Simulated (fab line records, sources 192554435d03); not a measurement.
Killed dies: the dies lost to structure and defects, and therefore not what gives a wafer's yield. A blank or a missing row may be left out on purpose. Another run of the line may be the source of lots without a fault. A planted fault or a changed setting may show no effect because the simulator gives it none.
fab line records / flow n5_finfet / part 2 of 2: steps 15 to 23 of 23
record: lots: 5 wafers: 15 last_day: 19
route steps=1938 shown MOL_CONTACT_COAG@529
lots that met no fault: from a run of the same line without faults
start_h: the number of hours between the record's first day and the start of the first shown wafer of the lot / wait_h: hours from the lot's prior step to this one / " repeats the value in the row above / L1.1+2: a row that stands for several wafers / - either no value or no given start / * or withheld: withheld / < > ~ a bound
route shown NAME@n: a module of which the file shows steps, and the number in the route of the first / usual: mean and standard deviation over wafers with no fault / same: alike in all rows / chamber/n: place in a boat / sites: each site's reading / _std_site: standard deviation across them / _edge_site: mean of outer sites minus mean of inner sites / radius_mm: for every site, how far away it sits from the centre of the wafer / mask NAME#n: copy n / behind: the last tool/chamber to shape the wafer / hold: why the lot went on hold/how many hours it stayed there/how the hold came to an end / device: the transistor (n, p or np) that didn't switch / end of line: the route-end tests of the same wafers / a step given without rows: its recipe and nothing more / killed: count of dies lost to structure and defects at first sort (not the wafer's yield) / map: per-die view of a wafer (x killed, . not killed, _ where there is no die)
set.NAME: the setting that was run; set.NAME@STEP: the one run at that earlier step / model.NAME: the simulator's own value behind a step, which no gauge read
a table for each step, a row for each wafer; lots at some steps of the route
services: from which hour (start_h, from the record's first day; less than 0 if before it) a tool's chamber was out of use, for how many hours, and why
== steps ==
step: N5_MOL_CONTACT_COAG_TI_SIL_19
recipe: material: Ti target_thk_a: 42 temp_c: 200 chamber_pressure_pa: 5 power_w: 5000 time_s: 15
usual: substrate_temp_c: 200.00/0.17 throttle_valve_pct: 29.5/1
lot.wafer=L080.1 tool=pvd_sputter-03 chamber=- start_h=123.52 wait_h=0.2 substrate_temp_c=199.95 throttle_valve_pct=30.9
lot.wafer=L080.2 tool=pvd_sputter-03 chamber=- start_h=123.52 wait_h=0.2 substrate_temp_c=200.02 throttle_valve_pct=28.9
lot.wafer=L080.4 tool=pvd_sputter-03 chamber=- start_h=123.52 wait_h=0.2 substrate_temp_c=199.55 throttle_valve_pct=27.8
lot.wafer=L084.3 tool=pvd_sputter-01 chamber=- start_h=166.92 wait_h=0.1 substrate_temp_c=199.92 throttle_valve_pct=28.8
lot.wafer=L084.5 tool=pvd_sputter-01 chamber=- start_h=166.92 wait_h=0.1 substrate_temp_c=199.73 throttle_valve_pct=28.8
lot.wafer=L084.6 tool=pvd_sputter-01 chamber=- start_h=166.92 wait_h=0.1 substrate_temp_c=200.06 throttle_valve_pct=28.7
lot.wafer=L087.1 tool=pvd_sputter-01 chamber=- start_h=177.08 wait_h=0.5 substrate_temp_c=199.93 throttle_valve_pct=28.2
lot.wafer=L087.4 tool=pvd_sputter-01 chamber=- start_h=177.08 wait_h=0.5 substrate_temp_c=199.84 throttle_valve_pct=30.1
lot.wafer=L087.6 tool=pvd_sputter-01 chamber=- start_h=177.08 wait_h=0.5 substrate_temp_c=199.90 throttle_valve_pct=28.5
lot.wafer=L092.3 tool=pvd_sputter-01 chamber=- start_h=221.67 wait_h=0.3 substrate_temp_c=199.87 throttle_valve_pct=28.5
lot.wafer=L092.4 tool=pvd_sputter-01 chamber=- start_h=221.67 wait_h=0.3 substrate_temp_c=199.85 throttle_valve_pct=31.2
lot.wafer=L092.6 tool=pvd_sputter-01 chamber=- start_h=221.67 wait_h=0.3 substrate_temp_c=199.97 throttle_valve_pct=28.8
lot.wafer=L095.3 tool=pvd_sputter-01 chamber=- start_h=260.67 wait_h=1.9 substrate_temp_c=199.76 throttle_valve_pct=28.6
lot.wafer=L095.5 tool=pvd_sputter-01 chamber=- start_h=260.67 wait_h=1.9 substrate_temp_c=199.98 throttle_valve_pct=28.4
lot.wafer=L095.6 tool=pvd_sputter-01 chamber=- start_h=260.67 wait_h=1.9 substrate_temp_c=200.06 throttle_valve_pct=29.9
step: N5_MOL_CONTACT_COAG_ALD_20
recipe: material: TiN target_thk_a: 15 temp_c: 400 ald_precursor_family: TiCl4 ald_co_reactant: NH3 pulse_time_s: 1 purge_time_s: 3 co_reactant_purge_time_s: 2 co_reactant_pulse_time_s: 2 ald_cycles: 68 pressure_torr: 3
usual: heater_power_w: 841/72 precursor_pulse_height_rel: 1.003/0.021
lot.wafer=L080.1 tool=ald_metal-04 chamber=3 start_h=123.64 wait_h=0.1 heater_power_w=905 precursor_pulse_height_rel=0.977
lot.wafer=L080.2 tool=ald_metal-04 chamber=1 start_h=123.64 wait_h=0.1 heater_power_w=935 precursor_pulse_height_rel=1.041
lot.wafer=L080.4 tool=ald_metal-04 chamber=2 start_h=123.64 wait_h=0.1 heater_power_w=787 precursor_pulse_height_rel=0.994
lot.wafer=L084.3 tool=ald_metal-03 chamber=0 start_h=167.04 wait_h=0.1 heater_power_w=888 precursor_pulse_height_rel=1.013
lot.wafer=L084.5 tool=ald_metal-03 chamber=0 start_h=167.04 wait_h=0.1 heater_power_w=895 precursor_pulse_height_rel=0.978
lot.wafer=L084.6 tool=ald_metal-03 chamber=1 start_h=167.04 wait_h=0.1 heater_power_w=738 precursor_pulse_height_rel=1.005
lot.wafer=L087.1 tool=ald_metal-04 chamber=3 start_h=177.20 wait_h=0.1 heater_power_w=912 precursor_pulse_height_rel=1.045
lot.wafer=L087.4 tool=ald_metal-04 chamber=2 start_h=177.20 wait_h=0.1 heater_power_w=807 precursor_pulse_height_rel=1.042
lot.wafer=L087.6 tool=ald_metal-04 chamber=1 start_h=177.20 wait_h=0.1 heater_power_w=919 precursor_pulse_height_rel=1.023
lot.wafer=L092.3 tool=ald_metal-03 chamber=2 start_h=221.79 wait_h=0.1 heater_power_w=827 precursor_pulse_height_rel=0.990
lot.wafer=L092.4 tool=ald_metal-03 chamber=2 start_h=221.79 wait_h=0.1 heater_power_w=842 precursor_pulse_height_rel=1.017
lot.wafer=L092.6 tool=ald_metal-03 chamber=0 start_h=221.79 wait_h=0.1 heater_power_w=895 precursor_pulse_height_rel=1.045
lot.wafer=L095.3 tool=ald_metal-01 chamber=3 start_h=260.79 wait_h=0.1 heater_power_w=755 precursor_pulse_height_rel=0.987
lot.wafer=L095.5 tool=ald_metal-01 chamber=1 start_h=260.79 wait_h=0.1 heater_power_w=901 precursor_pulse_height_rel=0.980
lot.wafer=L095.6 tool=ald_metal-01 chamber=0 start_h=260.79 wait_h=0.1 heater_power_w=759 precursor_pulse_height_rel=1.007
step: N5_MOL_CONTACT_COAG_SIL_ANNEAL_21
recipe: temp_c: 550 time_s: 60 ambient: N2
usual: lamp_power_pct: 6.22/0.15 wafer_temp_C_max: 551.6/0.62
lot.wafer=L080.1 tool=rtp_anneal-02 chamber=0 start_h=124.09 wait_h=0.3 lamp_power_pct=6.40 wafer_temp_C_max=552.2
lot.wafer=L080.2 tool=rtp_anneal-02 chamber=0 start_h=124.09 wait_h=0.3 lamp_power_pct=6.40 wafer_temp_C_max=552.4
lot.wafer=L080.4 tool=rtp_anneal-02 chamber=0 start_h=124.09 wait_h=0.3 lamp_power_pct=6.40 wafer_temp_C_max=552.0
lot.wafer=L084.3 tool=rtp_anneal-02 chamber=0 start_h=167.52 wait_h=0.3 lamp_power_pct=6.39 wafer_temp_C_max=552.5
lot.wafer=L084.5 tool=rtp_anneal-02 chamber=0 start_h=167.52 wait_h=0.3 lamp_power_pct=6.39 wafer_temp_C_max=552.9
lot.wafer=L084.6 tool=rtp_anneal-02 chamber=0 start_h=167.52 wait_h=0.3 lamp_power_pct=6.40 wafer_temp_C_max=552.8
lot.wafer=L087.1 tool=rtp_anneal-01 chamber=0 start_h=177.67 wait_h=0.3 lamp_power_pct=6.09 wafer_temp_C_max=551.9
lot.wafer=L087.4 tool=rtp_anneal-01 chamber=0 start_h=177.67 wait_h=0.3 lamp_power_pct=6.09 wafer_temp_C_max=551.2
lot.wafer=L087.6 tool=rtp_anneal-01 chamber=0 start_h=177.67 wait_h=0.3 lamp_power_pct=6.11 wafer_temp_C_max=551.4
lot.wafer=L092.3 tool=rtp_anneal-01 chamber=0 start_h=222.23 wait_h=0.3 lamp_power_pct=6.09 wafer_temp_C_max=550.4
lot.wafer=L092.4 tool=rtp_anneal-01 chamber=0 start_h=222.23 wait_h=0.3 lamp_power_pct=6.09 wafer_temp_C_max=550.7
lot.wafer=L092.6 tool=rtp_anneal-01 chamber=0 start_h=222.23 wait_h=0.3 lamp_power_pct=6.09 wafer_temp_C_max=551.0
lot.wafer=L095.3 tool=rtp_anneal-02 chamber=0 start_h=261.47 wait_h=0.5 lamp_power_pct=6.40 wafer_temp_C_max=551.5
lot.wafer=L095.5 tool=rtp_anneal-02 chamber=0 start_h=261.47 wait_h=0.5 lamp_power_pct=6.40 wafer_temp_C_max=552.0
lot.wafer=L095.6 tool=rtp_anneal-02 chamber=0 start_h=261.47 wait_h=0.5 lamp_power_pct=6.40 wafer_temp_C_max=552.1
step: N5_MOL_CONTACT_COAG_PRE_CLEAN_141
recipe: gas: H2/He time_s: 60 temp_c: 300
usual: heater_power_w: 480/52
lot.wafer=L080.1 tool=pvd_sputter-01 chamber=- start_h=125.05 wait_h=0.9 heater_power_w=486
lot.wafer=L080.2 tool=pvd_sputter-01 chamber=- start_h=125.05 wait_h=0.9 heater_power_w=497
lot.wafer=L080.4 tool=pvd_sputter-01 chamber=- start_h=125.05 wait_h=0.9 heater_power_w=590
lot.wafer=L084.3 tool=pvd_sputter-01 chamber=- start_h=167.69 wait_h=0.1 heater_power_w=501
lot.wafer=L084.5 tool=pvd_sputter-01 chamber=- start_h=167.69 wait_h=0.1 heater_power_w=576
lot.wafer=L084.6 tool=pvd_sputter-01 chamber=- start_h=167.69 wait_h=0.1 heater_power_w=508
lot.wafer=L087.1 tool=pvd_sputter-02 chamber=- start_h=179.41 wait_h=1.7 heater_power_w=457
lot.wafer=L087.4 tool=pvd_sputter-02 chamber=- start_h=179.41 wait_h=1.7 heater_power_w=489
lot.wafer=L087.6 tool=pvd_sputter-02 chamber=- start_h=179.41 wait_h=1.7 heater_power_w=456
lot.wafer=L092.3 tool=pvd_sputter-01 chamber=- start_h=224.68 wait_h=2.4 heater_power_w=504
lot.wafer=L092.4 tool=pvd_sputter-01 chamber=- start_h=224.68 wait_h=2.4 heater_power_w=565
lot.wafer=L092.6 tool=pvd_sputter-01 chamber=- start_h=224.68 wait_h=2.4 heater_power_w=500
lot.wafer=L095.3 tool=pvd_sputter-03 chamber=- start_h=262.38 wait_h=0.9 heater_power_w=401
lot.wafer=L095.5 tool=pvd_sputter-03 chamber=- start_h=262.38 wait_h=0.9 heater_power_w=401
lot.wafer=L095.6 tool=pvd_sputter-03 chamber=- start_h=262.38 wait_h=0.9 heater_power_w=404
step: N5_MOL_CONTACT_COAG_SPUTTER_143
recipe: material: Co target_thk_a: 25 temp_c: 25 chamber_pressure_pa: 0.2
usual: substrate_temp_c: 25.01/0.11 throttle_valve_pct: 29.6/1.1
lot.wafer=L080.1 tool=pvd_sputter-01 chamber=- start_h=125.11 wait_h=0.0 substrate_temp_c=24.93 throttle_valve_pct=28.3
lot.wafer=L080.2 tool=pvd_sputter-01 chamber=- start_h=125.11 wait_h=0.0 substrate_temp_c=25.08 throttle_valve_pct=28.8
lot.wafer=L080.4 tool=pvd_sputter-01 chamber=- start_h=125.11 wait_h=0.0 substrate_temp_c=25.03 throttle_valve_pct=31.4
lot.wafer=L084.3 tool=pvd_sputter-01 chamber=- start_h=167.75 wait_h=0.0 substrate_temp_c=24.96 throttle_valve_pct=29.8
lot.wafer=L084.5 tool=pvd_sputter-01 chamber=- start_h=167.75 wait_h=0.0 substrate_temp_c=24.96 throttle_valve_pct=31.0
lot.wafer=L084.6 tool=pvd_sputter-01 chamber=- start_h=167.75 wait_h=0.0 substrate_temp_c=25.11 throttle_valve_pct=28.9
lot.wafer=L087.1 tool=pvd_sputter-02 chamber=- start_h=179.47 wait_h=0.0 substrate_temp_c=25.02 throttle_valve_pct=31.5
lot.wafer=L087.4 tool=pvd_sputter-02 chamber=- start_h=179.47 wait_h=0.0 substrate_temp_c=25.13 throttle_valve_pct=28.5
lot.wafer=L087.6 tool=pvd_sputter-02 chamber=- start_h=179.47 wait_h=0.0 substrate_temp_c=24.99 throttle_valve_pct=31.5
lot.wafer=L092.3 tool=pvd_sputter-01 chamber=- start_h=224.74 wait_h=0.0 substrate_temp_c=25.06 throttle_valve_pct=29.8
lot.wafer=L092.4 tool=pvd_sputter-01 chamber=- start_h=224.74 wait_h=0.0 substrate_temp_c=25.05 throttle_valve_pct=31.3
lot.wafer=L092.6 tool=pvd_sputter-01 chamber=- start_h=224.74 wait_h=0.0 substrate_temp_c=24.95 throttle_valve_pct=29.9
lot.wafer=L095.3 tool=pvd_sputter-03 chamber=- start_h=262.44 wait_h=0.0 substrate_temp_c=25.29 throttle_valve_pct=29.1
lot.wafer=L095.5 tool=pvd_sputter-03 chamber=- start_h=262.44 wait_h=0.0 substrate_temp_c=25.05 throttle_valve_pct=29.3
lot.wafer=L095.6 tool=pvd_sputter-03 chamber=- start_h=262.44 wait_h=0.0 substrate_temp_c=25.08 throttle_valve_pct=30.5
step: N5_MOL_CONTACT_COAG_CO_FILL_22
recipe: material: Co target_thk_a: 200 temp_c: 200 precursor: CCTBA/H2 pressure_torr: 30
usual: heater_power_w: 235/21
lot.wafer=L080.1 tool=cvd_co-01 chamber=0 start_h=125.23 wait_h=0.1 heater_power_w=217
lot.wafer=L080.2 tool=cvd_co-01 chamber=2 start_h=125.23 wait_h=0.1 heater_power_w=236
lot.wafer=L080.4 tool=cvd_co-01 chamber=0 start_h=125.23 wait_h=0.1 heater_power_w=227
lot.wafer=L084.3 tool=cvd_co-01 chamber=0 start_h=167.87 wait_h=0.1 heater_power_w=221
lot.wafer=L084.5 tool=cvd_co-01 chamber=1 start_h=167.87 wait_h=0.1 heater_power_w=240
lot.wafer=L084.6 tool=cvd_co-01 chamber=2 start_h=167.87 wait_h=0.1 heater_power_w=234
lot.wafer=L087.1 tool=cvd_co-01 chamber=1 start_h=179.69 wait_h=0.2 heater_power_w=237
lot.wafer=L087.4 tool=cvd_co-01 chamber=2 start_h=179.69 wait_h=0.2 heater_power_w=234
lot.wafer=L087.6 tool=cvd_co-01 chamber=0 start_h=179.69 wait_h=0.2 heater_power_w=230
lot.wafer=L092.3 tool=cvd_co-01 chamber=2 start_h=224.87 wait_h=0.1 heater_power_w=232
lot.wafer=L092.4 tool=cvd_co-01 chamber=2 start_h=224.87 wait_h=0.1 heater_power_w=239
lot.wafer=L092.6 tool=cvd_co-01 chamber=0 start_h=224.87 wait_h=0.1 heater_power_w=223
lot.wafer=L095.3 tool=cvd_co-01 chamber=2 start_h=262.63 wait_h=0.1 heater_power_w=234
lot.wafer=L095.5 tool=cvd_co-01 chamber=1 start_h=262.63 wait_h=0.1 heater_power_w=237
lot.wafer=L095.6 tool=cvd_co-01 chamber=2 start_h=262.63 wait_h=0.1 heater_power_w=235
step: N5_MOL_CONTACT_COAG_ANNEAL_113
recipe: temp_c: 400 time_s: 300 ambient: H2/N2
usual: lamp_power_pct: 2.67/0.065 wafer_temp_C_max: 401.2/0.5
lot.wafer=L080.1 tool=rtp_anneal-02 chamber=0 start_h=126.14 wait_h=0.6 lamp_power_pct=2.75 wafer_temp_C_max=402.0
lot.wafer=L080.2 tool=rtp_anneal-02 chamber=0 start_h=126.14 wait_h=0.6 lamp_power_pct=2.75 wafer_temp_C_max=401.8
lot.wafer=L080.4 tool=rtp_anneal-02 chamber=0 start_h=126.14 wait_h=0.6 lamp_power_pct=2.75 wafer_temp_C_max=402.1
lot.wafer=L084.3 tool=rtp_anneal-01 chamber=0 start_h=168.78 wait_h=0.6 lamp_power_pct=2.62 wafer_temp_C_max=400.5
lot.wafer=L084.5 tool=rtp_anneal-01 chamber=0 start_h=168.78 wait_h=0.6 lamp_power_pct=2.62 wafer_temp_C_max=401.1
lot.wafer=L084.6 tool=rtp_anneal-01 chamber=0 start_h=168.78 wait_h=0.6 lamp_power_pct=2.61 wafer_temp_C_max=400.7
lot.wafer=L087.1 tool=rtp_anneal-02 chamber=0 start_h=180.49 wait_h=0.5 lamp_power_pct=2.75 wafer_temp_C_max=401.7
lot.wafer=L087.4 tool=rtp_anneal-02 chamber=0 start_h=180.49 wait_h=0.5 lamp_power_pct=2.75 wafer_temp_C_max=402.0
lot.wafer=L087.6 tool=rtp_anneal-02 chamber=0 start_h=180.49 wait_h=0.5 lamp_power_pct=2.75 wafer_temp_C_max=401.6
lot.wafer=L092.3 tool=rtp_anneal-02 chamber=0 start_h=225.84 wait_h=0.7 lamp_power_pct=2.75 wafer_temp_C_max=400.8
lot.wafer=L092.4 tool=rtp_anneal-02 chamber=0 start_h=225.84 wait_h=0.7 lamp_power_pct=2.75 wafer_temp_C_max=401.6
lot.wafer=L092.6 tool=rtp_anneal-02 chamber=0 start_h=225.84 wait_h=0.7 lamp_power_pct=2.75 wafer_temp_C_max=401.4
lot.wafer=L095.3 tool=rtp_anneal-02 chamber=0 start_h=263.68 wait_h=0.8 lamp_power_pct=2.75 wafer_temp_C_max=402.2
lot.wafer=L095.5 tool=rtp_anneal-02 chamber=0 start_h=263.68 wait_h=0.8 lamp_power_pct=2.75 wafer_temp_C_max=401.7
lot.wafer=L095.6 tool=rtp_anneal-02 chamber=0 start_h=263.68 wait_h=0.8 lamp_power_pct=2.75 wafer_temp_C_max=401.9
step: N5_MOL_CONTACT_COAG_PRE_CLEAN_142
recipe: gas: H2/He time_s: 60 temp_c: 300
usual: heater_power_w: 467/54
lot.wafer=L080.1 tool=pvd_sputter-03 chamber=- start_h=127.75 wait_h=1.5 heater_power_w=403
lot.wafer=L080.2 tool=pvd_sputter-03 chamber=- start_h=127.75 wait_h=1.5 heater_power_w=424
lot.wafer=L080.4 tool=pvd_sputter-03 chamber=- start_h=127.75 wait_h=1.5 heater_power_w=451
lot.wafer=L084.3 tool=pvd_sputter-03 chamber=- start_h=169.42 wait_h=0.5 heater_power_w=450
lot.wafer=L084.5 tool=pvd_sputter-03 chamber=- start_h=169.42 wait_h=0.5 heater_power_w=414
lot.wafer=L084.6 tool=pvd_sputter-03 chamber=- start_h=169.42 wait_h=0.5 heater_power_w=410
lot.wafer=L087.1 tool=pvd_sputter-03 chamber=- start_h=182.65 wait_h=2.0 heater_power_w=398
lot.wafer=L087.4 tool=pvd_sputter-03 chamber=- start_h=182.65 wait_h=2.0 heater_power_w=419
lot.wafer=L087.6 tool=pvd_sputter-03 chamber=- start_h=182.65 wait_h=2.0 heater_power_w=410
lot.wafer=L092.3 tool=pvd_sputter-01 chamber=- start_h=227.99 wait_h=2.0 heater_power_w=497
lot.wafer=L092.4 tool=pvd_sputter-01 chamber=- start_h=227.99 wait_h=2.0 heater_power_w=579
lot.wafer=L092.6 tool=pvd_sputter-01 chamber=- start_h=227.99 wait_h=2.0 heater_power_w=477
lot.wafer=L095.3 tool=pvd_sputter-01 chamber=- start_h=265.07 wait_h=1.2 heater_power_w=577
lot.wafer=L095.5 tool=pvd_sputter-01 chamber=- start_h=265.07 wait_h=1.2 heater_power_w=473
lot.wafer=L095.6 tool=pvd_sputter-01 chamber=- start_h=265.07 wait_h=1.2 heater_power_w=497
step: N5_MOL_CONTACT_COAG_SPUTTER_130
recipe: material: Co target_thk_a: 475 temp_c: 25 chamber_pressure_pa: 0.5 power_w: 3000
usual: substrate_temp_c: 25.00/0.1 throttle_valve_pct: 29.5/1.1
lot.wafer=L080.1 tool=pvd_sputter-03 chamber=- start_h=127.81 wait_h=0.0 substrate_temp_c=25.03 throttle_valve_pct=29.4
lot.wafer=L080.2 tool=pvd_sputter-03 chamber=- start_h=127.81 wait_h=0.0 substrate_temp_c=24.95 throttle_valve_pct=28.1
lot.wafer=L080.4 tool=pvd_sputter-03 chamber=- start_h=127.81 wait_h=0.0 substrate_temp_c=24.95 throttle_valve_pct=29.0
lot.wafer=L084.3 tool=pvd_sputter-03 chamber=- start_h=169.48 wait_h=0.0 substrate_temp_c=25.00 throttle_valve_pct=29.1
lot.wafer=L084.5 tool=pvd_sputter-03 chamber=- start_h=169.48 wait_h=0.0 substrate_temp_c=25.01 throttle_valve_pct=28.9
lot.wafer=L084.6 tool=pvd_sputter-03 chamber=- start_h=169.48 wait_h=0.0 substrate_temp_c=25.10 throttle_valve_pct=30.7
lot.wafer=L087.1 tool=pvd_sputter-03 chamber=- start_h=182.71 wait_h=0.0 substrate_temp_c=25.03 throttle_valve_pct=30.7
lot.wafer=L087.4 tool=pvd_sputter-03 chamber=- start_h=182.71 wait_h=0.0 substrate_temp_c=25.00 throttle_valve_pct=28.1
lot.wafer=L087.6 tool=pvd_sputter-03 chamber=- start_h=182.71 wait_h=0.0 substrate_temp_c=24.87 throttle_valve_pct=28.1
lot.wafer=L092.3 tool=pvd_sputter-01 chamber=- start_h=228.05 wait_h=0.0 substrate_temp_c=25.03 throttle_valve_pct=30.0
lot.wafer=L092.4 tool=pvd_sputter-01 chamber=- start_h=228.05 wait_h=0.0 substrate_temp_c=24.93 throttle_valve_pct=31.2
lot.wafer=L092.6 tool=pvd_sputter-01 chamber=- start_h=228.05 wait_h=0.0 substrate_temp_c=25.26 throttle_valve_pct=28.5
lot.wafer=L095.3 tool=pvd_sputter-01 chamber=- start_h=265.13 wait_h=0.0 substrate_temp_c=24.89 throttle_valve_pct=31.1
lot.wafer=L095.5 tool=pvd_sputter-01 chamber=- start_h=265.13 wait_h=0.0 substrate_temp_c=24.96 throttle_valve_pct=28.3
lot.wafer=L095.6 tool=pvd_sputter-01 chamber=- start_h=265.13 wait_h=0.0 substrate_temp_c=24.86 throttle_valve_pct=29.8
== services ==
tool=rie_diel-04 chamber=1 start_h=106.06 hours=2.9 kind=repair
tool=implanter-02 chamber=- start_h=124.25 hours=11.6 kind=pm
tool=rie_diel-04 chamber=0 start_h=124.52 hours=- kind=clean
tool=rie_diel-04 chamber=0 start_h=124.52 hours=- kind=consumable_replace:focus_ring
tool=ald_metal-03 chamber=- start_h=125.20 hours=0.6 kind=repair
tool=pvd_sputter-01 chamber=- start_h=127.38 hours=0.8 kind=repair
tool=remote_plasma-02 chamber=- start_h=134.21 hours=2.4 kind=repair
tool=cvd_co-01 chamber=- start_h=143.59 hours=0.8 kind=repair
tool=implanter-02 chamber=- start_h=157.48 hours=4.6 kind=repair
tool=ald_metal-01 chamber=- start_h=161.02 hours=0.6 kind=repair
tool=rie_diel-01 chamber=0 start_h=161.28 hours=4.4 kind=repair
tool=rie_diel-01 chamber=1 start_h=187.71 hours=6.8 kind=repair
tool=pvd_sputter-03 chamber=- start_h=188.94 hours=5.9 kind=repair
tool=cvd_co-01 chamber=- start_h=195.89 hours=6.0 kind=pm
tool=pvd_sputter-02 chamber=- start_h=202.44 hours=2.8 kind=repair
tool=pvd_sputter-03 chamber=- start_h=211.08 hours=3.7 kind=repair
tool=ald_metal-04 chamber=2 start_h=218.00 hours=4.3 kind=repair
tool=ald_metal-03 chamber=1 start_h=220.55 hours=14.1 kind=repair
tool=ald_metal-03 chamber=- start_h=224.35 hours=0.4 kind=repair
tool=ald_metal-03 chamber=3 start_h=228.52 hours=4.3 kind=repair
tool=rie_diel-01 chamber=- start_h=234.77 hours=2.8 kind=pm
tool=ald_metal-04 chamber=2 start_h=257.00 hours=28.1 kind=repair
tool=implanter-02 chamber=- start_h=258.11 hours=3.2 kind=repair
tool=rie_diel-04 chamber=3 start_h=260.32 hours=20.8 kind=repair
